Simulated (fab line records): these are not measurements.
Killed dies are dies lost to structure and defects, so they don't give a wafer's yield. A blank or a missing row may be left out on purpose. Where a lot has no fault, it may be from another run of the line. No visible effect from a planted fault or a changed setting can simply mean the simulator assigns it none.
Matching of chambers    flow nand_harc    rie_diel-11 running NHARC_A_BLC_ETCH_16: 4 sister chambers
The step etches the open film in CF4, target depth 39 nm, time 65 s. 14 wafers are shown with their chamber, then 7 later ones without.

== WAFERS, EACH WITH ITS CHAMBER ==
wafer   chamber  drypump_motor_current_A (A)  bias_w (W)  oes_product_au (a.u.)
L078.2  0        5.7                          100.1       1.013
L078.3  2        5.3                          100.3       1.006
L078.5  1        5.5                          99.9        1.003
L080.1  3        5.8                          99.7        0.993
L080.4  1        5.6                          100.5       1.001
L080.6  1        5.6                          100.2       1.015
L086.2  2        5.3                          100.3       1.005
L086.3  1        5.6                          100.0       0.991
L086.6  1        5.6                          100.2       1.000
L089.1  3        5.8                          99.6        0.992
L089.4  1        5.6                          100.0       0.993
L089.6  2        5.3                          100.1       1.000
L091.2  3        5.8                          99.5        1.009
L091.3  2        5.3                          99.6        1.007

SIGNATURES (averages over the wafers above)
reading                  chamber 0  chamber 1  chamber 2  chamber 3  scatter within a chamber
drypump_motor_current_A  5.700      5.583      5.300      5.800      0.0289
bias_w                   100.100    100.133    100.075    99.600     0.241
oes_product_au           1.01300    1.00050    1.00450    0.99800    0.00758
Rule: a wafer's distance from a chamber is the root of the sum, over the readings, of the square of ((its reading less the chamber's mean) divided by the reading's scatter). The wafer belongs to the nearest chamber; if the next one is less than 2 further off, it can't be placed. The scatter: take each reading less its chamber's mean, square it, sum over the shown wafers, divide by the number of wafers less the number of chambers, and take the root.

== WAFERS WHOSE CHAMBER IS MISSING ==
wafer   drypump_motor_current_A (A)  bias_w (W)  oes_product_au (a.u.)
L091.6  5.7                          100.1       1.013
L090.1  5.8                          100.3       1.004
L090.5  5.3                          99.8        1.015
L090.6  5.5                          99.8        1.004
L095.2  5.4                          100.0       1.012
L095.3  5.8                          99.9        1.004
L095.6  5.8                          100.4       1.000

== WHICH CHAMBER EACH ONE RAN IN ==
wafer   from the rows above      in truth
L091.6  0                        0
L090.1  can't be placed: 3 or 0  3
L090.5  2                        2
L090.6  1                        1
L095.2  2                        2
L095.3  3                        3
L095.6  can't be placed: 3 or 0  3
Placed correctly: 5 of 7. Cannot be placed on the basis of these rows: 2; the candidates contain the true chamber in 2. Number placed wrongly: 0.
